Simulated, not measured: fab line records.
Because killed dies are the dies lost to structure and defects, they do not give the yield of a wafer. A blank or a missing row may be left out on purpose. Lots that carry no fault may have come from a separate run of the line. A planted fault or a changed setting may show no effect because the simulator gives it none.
fab line records ; flow n5-finfet ; part 2 of 2: steps 5 to 6 of 6
[record] lots = 20; wafers = 60; last-day = 18
route steps=1938 shown ILD0@339 SDB@360 DUMMY_REMOVAL@377 HKMG_FIN@387
lots with no fault: from the same line, run without faults
start-h: the number of hours between the record's first day and the start of the first shown wafer of the lot ; wait-h: hours since the lot's step before ; " identical to the entry in the row above ; L1.1+2: one row covering several wafers at once ; - no value, or no start was given ; * or withheld: withheld ; < > ~ a bound
route shown NAME@n: a module of which the file shows steps, and the number in the route of the first ; usual: mean/standard deviation taken from wafers without a fault ; same: alike in all rows ; chamber/n: place in a boat ; sites: each site's reading ; _std_site: standard deviation of those values ; _edge_site: mean of outer sites minus mean of inner sites ; radius-mm: for every site, how far away it sits from the centre of the wafer ; mask NAME#n: copy n ; behind: tool/chamber where the wafer was last shaped ; hold: what put the lot on hold/how long, in hours/how the hold closed ; device: whichever transistor did not switch (one of n, p or np) ; end of line: tests run on the same wafers once the route is complete ; step lacking rows: just its recipe ; killed: dies that structure and defects cost at the first sort, which is not the same as the wafer's yield ; map: dies across one wafer; x = killed, . = not, _ = none there
set.NAME: setting as actually run; set.NAME@STEP: the setting as run at that earlier step ; model.NAME: the simulator's own value behind a step, which no gauge read
route steps across a sampled set of lots; one table per step, one row per wafer
services: the hour from which a tool's chamber was out of use, counted from the record's first day as start-h (under 0 if before that day), plus the number of hours and why
[[steps]]
[step N5_HKMG_FIN_ETCH_58]
[recipe] chemistry = N2/H2; target = SOC; target-depth-a = 2158; ion-energy-ev = 50; bias-w = 13; time-s = 741; pressure-mtorr = 30; source-w = 875; n2-flow-sccm = 200; h2-flow-sccm = 200
[usual] drypump-motor-current-A = 5.5/0.38; h2-flow-sccm = 199.8/0.57; n2-flow-sccm = 200.0/0.64; oes-product-au = 0.78/0.089; rf-vpp-V = 99.1/0.93; showerhead-plenum-p-Torr = 2.53/0.093; throttle-valve-pct = 17.75/0.23
lot.wafer;tool;chamber;start-h;wait-h;drypump-motor-current-A;h2-flow-sccm;n2-flow-sccm;oes-product-au;rf-hours-counter-h;rf-vpp-V;showerhead-plenum-p-Torr;throttle-valve-pct
L076.3;rie-diel-04;3;85.73;0.0;5.6;198.2;200.1;0.72;162;98.1;2.43;17.75
L076.4;rie-diel-04;2;85.73;0.0;4.8;200.5;200.3;0.95;10;99.8;2.48;17.49
L076.6;rie-diel-04;3;85.73;0.0;5.6;199.2;199.2;0.71;-;99.7;2.43;17.75
L077.3;rie-diel-02;1;93.18;0.0;5.0;199.7;200.0;0.93;5;98.6;2.60;17.37
L077.4;rie-diel-02;0;93.18;0.0;5.7;199.5;200.2;0.73;172;98.1;2.45;18.04
L077.6;rie-diel-02;0;93.18;0.0;5.7;199.3;200.3;0.73;-;98.9;2.45;18.03
L078.2;rie-diel-05;0;98.22;0.0;5.0;200.8;200.2;0.84;51;100.9;2.59;17.34
L078.4;rie-diel-05;2;98.22;0.0;5.9;199.5;199.9;0.74;165;99.0;2.65;17.79
L078.5;rie-diel-05;1;98.22;0.0;5.5;199.7;199.0;0.75;-;99.8;2.44;17.92
L079.3;rie-diel-02;3;106.11;0.0;5.4;200.5;199.3;0.93;14;99.6;2.58;17.51
L079.4;rie-diel-02;0;106.11;0.0;5.7;199.2;199.3;0.72;177;99.9;2.45;18.05
L079.6;rie-diel-02;1;106.11;0.0;5.0;199.3;200.0;0.91;-;98.2;2.60;17.39
L080.1;rie-diel-05;3;111.84;0.0;5.7;200.8;200.6;0.68;248;98.5;2.40;18.06
L080.4;rie-diel-05;0;111.84;0.0;4.9;199.5;200.7;0.83;56;99.3;2.59;17.36
L080.6;rie-diel-05;0;111.84;0.0;4.9;199.2;200.1;0.83;-;99.6;2.59;17.36
L081.1;rie-diel-05;1;119.92;0.0;5.6;200.8;199.7;0.74;169;97.1;2.44;17.94
L081.2;rie-diel-05;2;119.92;0.0;5.9;200.8;199.2;0.72;174;99.5;2.65;17.78
L081.5;rie-diel-05;0;119.92;0.0;5.0;199.8;198.6;0.81;-;100.1;2.58;17.38
L082.1;rie-diel-02;1;125.38;0.0;5.0;199.9;201.1;0.91;16;100.3;2.59;17.39
L082.4;rie-diel-02;2;125.38;0.0;5.9;199.9;200.8;0.74;181;100.1;2.65;17.95
L082.5;rie-diel-02;0;125.38;0.0;5.7;199.3;199.3;0.72;-;98.2;2.44;18.05
L083.1;rie-diel-05;0;133.53;0.0;4.9;199.8;199.7;0.81;64;98.9;2.58;17.39
L083.2;rie-diel-05;1;133.53;0.0;5.6;200.0;199.4;0.74;174;98.1;2.43;17.93
L083.5;rie-diel-05;3;133.53;0.0;5.7;200.5;199.5;0.95;-;100.8;2.72;17.61
L084.1;rie-diel-05;2;142.59;0.0;5.9;200.2;200.6;0.72;184;99.7;2.64;17.81
L084.5;rie-diel-05;0;142.59;0.0;5.0;200.5;200.1;0.81;-;100.4;2.58;17.37
L084.6;rie-diel-05;1;142.59;0.0;5.5;200.9;200.3;0.73;-;98.7;2.43;17.96
L085.2;rie-diel-05;1;146.44;0.0;5.5;199.6;199.6;0.74;179;98.4;2.43;17.95
L085.4;rie-diel-05;3;146.44;0.0;5.7;200.8;198.5;0.93;6;99.9;2.72;17.63
L085.6;rie-diel-05;0;146.44;0.0;5.0;200.8;200.2;0.82;-;100.0;2.58;17.38
L086.1;rie-diel-02;3;149.63;0.0;5.4;200.4;201.4;0.91;26;100.6;2.58;17.53
L086.2;rie-diel-02;1;149.63;0.0;5.0;199.0;199.2;0.88;23;100.9;2.59;17.40
L086.4;rie-diel-02;2;149.63;0.0;5.9;199.4;200.6;0.73;187;100.2;2.65;17.97
L088.2;rie-diel-04;2;158.05;0.0;4.8;198.3;200.3;0.89;34;99.2;2.47;17.54
L088.5;rie-diel-04;2;158.05;0.0;4.8;200.3;200.4;0.89;-;99.0;2.47;17.52
L088.6;rie-diel-04;3;158.05;0.0;5.6;200.2;199.9;0.70;-;97.9;2.42;17.80
L089.3;rie-diel-04;2;164.71;0.0;4.8;199.9;198.3;0.88;36;98.1;2.47;17.55
L089.4;rie-diel-04;1;164.71;0.0;5.3;200.1;200.1;0.70;214;99.7;2.61;17.93
L089.5;rie-diel-04;3;164.71;0.0;5.6;200.3;200.0;0.69;-;98.0;2.42;17.79
L090.2;rie-diel-04;3;166.27;0.0;5.6;199.9;200.1;0.69;188;99.6;2.42;17.79
L090.3;rie-diel-04;0;166.27;0.0;5.8;200.2;199.2;0.70;191;97.9;2.42;17.96
L090.4;rie-diel-04;0;166.27;0.0;5.9;199.8;200.3;0.69;-;97.6;2.42;17.96
L092.2;rie-diel-04;2;185.18;0.0;4.8;198.8;199.8;0.88;44;98.0;2.47;17.53
L092.5;rie-diel-04;0;185.18;0.0;5.8;200.1;199.6;0.69;-;97.9;2.42;17.98
L092.6;rie-diel-04;3;185.18;0.0;5.6;199.8;199.6;0.69;-;99.5;2.42;17.81
L093.1;rie-diel-02;0;185.79;0.0;5.7;199.8;201.0;0.71;201;98.4;2.44;18.07
L093.2;rie-diel-02;2;185.79;0.0;5.9;199.9;200.6;0.72;199;99.6;2.64;17.97
L093.3;rie-diel-02;1;185.79;0.0;5.0;199.2;199.7;0.87;33;99.9;2.59;17.42
L094.4;rie-diel-04;1;193.00;0.0;5.3;199.0;200.1;0.70;220;99.9;2.60;17.95
L094.5;rie-diel-04;1;193.00;0.0;5.3;198.6;200.4;0.70;-;99.5;2.60;17.93
L094.6;rie-diel-04;2;193.00;0.0;4.8;199.3;200.3;0.87;-;98.0;2.47;17.55
L095.2;rie-diel-04;3;197.30;0.0;5.6;199.4;199.5;0.69;200;99.3;2.42;17.81
L095.4;rie-diel-04;2;197.30;0.0;4.8;199.6;200.9;0.86;48;98.5;2.47;17.54
L095.5;rie-diel-04;1;197.30;0.0;5.3;200.1;198.6;0.70;-;98.5;2.60;17.92
L096.1;rie-diel-02;1;201.26;0.0;5.0;198.7;199.3;0.86;40;99.0;2.59;17.42
L096.2;rie-diel-02;2;201.26;0.0;5.9;199.8;201.1;0.71;205;99.7;2.64;18.01
L096.4;rie-diel-02;0;201.26;0.0;5.6;199.4;200.6;0.71;206;97.9;2.44;18.08
L097.4;rie-diel-04;0;210.01;0.0;5.8;200.2;201.0;0.69;206;97.7;2.42;17.99
L097.5;rie-diel-04;2;210.01;0.0;4.8;200.4;199.7;0.86;-;98.6;2.47;17.56
L097.6;rie-diel-04;1;210.01;0.0;5.3;200.2;200.2;0.70;-;100.0;2.60;17.94
[step N5_HKMG_FIN_STRIP_60]
[recipe] chemistry = N2/H2; power-w = 2500; temp-c = 300; h2-frac = 0.65; time-s = 360; pressure-mtorr = withheld; n2-flow-sccm = 1750; h2-flow-sccm = 3250
[usual] drypump-motor-current-A = 5.75/0.25; h2-flow-sccm = 3252/9.1; heater-power-w = 478/42; n2-flow-sccm = 1750/5; temp-c = 300.01/0.18
lot.wafer;tool;chamber;start-h;wait-h;drypump-motor-current-A;h2-flow-sccm;heater-power-w;n2-flow-sccm;rf-hours-counter-h;temp-c
L076.3;plasma-asher-02;1;86.42;0.1;5.91;3243;430;1746;-;299.73
L076.4;plasma-asher-02;0;86.42;0.1;5.79;3255;452;1747;-;299.78
L076.6;plasma-asher-02;0;86.42;0.1;5.76;3244;456;1745;-;299.86
L077.3;plasma-asher-01;1;93.88;0.1;5.26;3258;537;1760;-;300.24
L077.4;plasma-asher-01;0;93.88;0.1;5.91;3256;518;1746;-;299.91
L077.6;plasma-asher-01;1;93.88;0.1;5.29;3267;546;1759;-;300.01
L078.2;plasma-asher-02;1;98.79;0.0;5.90;3249;446;1749;42;299.91
L078.4;plasma-asher-02;0;98.79;0.0;5.81;3240;448;1753;-;299.87
L078.5;plasma-asher-02;1;98.79;0.0;5.91;3258;437;1753;-;299.90
L079.3;plasma-asher-02;1;106.81;0.2;5.91;3251;437;1745;-;300.29
L079.4;plasma-asher-02;0;106.81;0.2;5.82;3262;453;1745;-;300.16
L079.6;plasma-asher-02;1;106.81;0.2;5.89;3249;433;1750;-;300.12
L080.1;plasma-asher-02;0;112.42;0.0;5.83;3258;449;1753;45;299.74
L080.4;plasma-asher-02;1;112.42;0.0;5.92;3258;427;1753;-;300.24
L080.6;plasma-asher-02;1;112.42;0.0;5.94;3249;439;1752;-;300.14
L081.1;plasma-asher-01;1;120.49;0.0;5.23;3248;541;1756;96;300.02
L081.2;plasma-asher-01;0;120.49;0.0;5.91;3270;508;1757;96;299.80
L081.5;plasma-asher-01;1;120.49;0.0;5.25;3249;534;1750;-;299.94
L082.1;plasma-asher-02;1;125.95;0.0;5.93;3238;437;1747;47;300.05
L082.4;plasma-asher-02;1;125.95;0.0;5.93;3248;445;1751;-;300.00
L082.5;plasma-asher-02;0;125.95;0.0;5.81;3264;442;1757;-;299.86
L083.1;plasma-asher-02;1;134.10;0.0;5.88;3263;448;1755;48;299.88
L083.2;plasma-asher-02;0;134.10;0.0;5.81;3252;453;1756;48;300.04
L083.5;plasma-asher-02;0;134.10;0.0;5.80;3253;456;1756;-;300.21
L084.1;plasma-asher-01;0;143.16;0.0;5.88;3246;506;1749;99;299.73
L084.5;plasma-asher-01;1;143.16;0.0;5.29;3229;548;1752;-;300.15
L084.6;plasma-asher-01;0;143.16;0.0;5.89;3258;513;1756;-;300.09
L085.2;plasma-asher-02;0;147.01;0.0;5.80;3262;446;1748;51;299.94
L085.4;plasma-asher-02;1;147.01;0.0;5.89;3244;434;1744;-;299.78
L085.6;plasma-asher-02;1;147.01;0.0;5.92;3248;437;1752;-;299.94
L086.1;plasma-asher-01;0;150.21;0.0;5.90;3247;517;1754;101;300.10
L086.2;plasma-asher-01;1;150.21;0.0;5.28;3245;525;1756;101;300.21
L086.4;plasma-asher-01;0;150.21;0.0;5.89;3249;512;1755;-;299.84
L088.2;plasma-asher-02;1;158.63;0.0;5.91;3251;433;1750;55;299.88
L088.5;plasma-asher-02;1;158.63;0.0;5.89;3251;454;1757;-;300.20
L088.6;plasma-asher-02;0;158.63;0.0;5.86;3252;450;1745;-;300.19
L089.3;plasma-asher-01;0;165.41;0.1;5.89;3256;504;1746;-;299.98
L089.4;plasma-asher-01;1;165.41;0.1;5.28;3267;536;1746;-;299.69
L089.5;plasma-asher-01;0;165.41;0.1;5.90;3261;508;1750;-;299.95
L090.2;plasma-asher-01;0;166.85;0.0;5.90;3264;507;1751;104;300.24
L090.3;plasma-asher-01;1;166.85;0.0;5.30;3234;540;1747;-;299.86
L090.4;plasma-asher-01;0;166.85;0.0;5.91;3268;506;1751;-;300.32
L092.2;plasma-asher-02;1;185.76;0.0;5.93;3242;440;1752;60;299.88
L092.5;plasma-asher-02;0;185.76;0.0;5.84;3246;458;1752;-;300.30
L092.6;plasma-asher-02;1;185.76;0.0;5.92;3252;448;1744;-;300.01
L093.1;plasma-asher-02;1;186.36;0.0;5.91;3246;442;1747;60;300.13
L093.2;plasma-asher-02;0;186.36;0.0;5.86;3247;442;1743;60;299.82
L093.3;plasma-asher-02;0;186.36;0.0;5.84;3253;449;1746;-;300.08
L094.4;plasma-asher-02;1;193.70;0.1;5.90;3251;446;1752;-;300.07
L094.5;plasma-asher-02;0;193.70;0.1;5.83;3234;457;1750;-;300.28
L094.6;plasma-asher-02;1;193.70;0.1;5.91;3264;432;1748;-;299.64
L095.2;plasma-asher-01;1;197.87;0.0;5.24;3252;541;1747;111;300.18
L095.4;plasma-asher-01;1;197.87;0.0;5.28;3249;536;1743;-;300.36
L095.5;plasma-asher-01;0;197.87;0.0;5.90;3261;500;1750;-;299.96
L096.1;plasma-asher-01;0;201.84;0.0;5.90;3256;514;1743;112;299.68
L096.2;plasma-asher-01;1;201.84;0.0;5.26;3248;545;1743;112;300.12
L096.4;plasma-asher-01;0;201.84;0.0;5.89;3230;501;1751;-;299.83
L097.4;plasma-asher-02;0;210.70;0.1;5.80;3247;441;1757;-;299.88
L097.5;plasma-asher-02;1;210.70;0.1;5.90;3245;428;1751;-;299.84
L097.6;plasma-asher-02;0;210.70;0.1;5.81;3264;459;1757;-;300.04
[[services]]
tool;chamber;start-h;hours;kind
rie-diel-03;2;62.74;8.3;repair
rie-diel-02;-;63.38;14.6;pm
rie-diel-06;-;82.95;0.9;repair
plasma-asher-02;-;95.13;2.8;pm
rie-diel-06;3;95.68;2.3;repair
rie-diel-04;-;99.96;4.3;pm
rie-diel-06;1;108.93;13.4;repair
rie-diel-02;-;110.97;2.8;pm
rie-diel-05;0;113.45;3.9;repair
rie-diel-05;-;116.55;0.5;repair
rie-diel-05;3;117.37;-;clean
rie-diel-05;3;117.37;-;consumable-replace:focus-ring
rie-diel-05;3;117.37;-;consumable-replace:showerhead
rie-diel-05;3;117.37;14.9;scheduled-down
rie-diel-05;3;117.37;14.9;vent-cycle
rie-diel-04;3;144.48;1.3;repair
plasma-asher-01;-;152.33;4.6;repair
rie-diel-04;1;165.57;6.6;repair
rie-diel-02;1;169.13;2.1;repair
rie-diel-06;0;191.26;3.2;repair
rie-diel-03;0;195.40;6.6;repair
rie-diel-06;1;206.40;12.2;repair
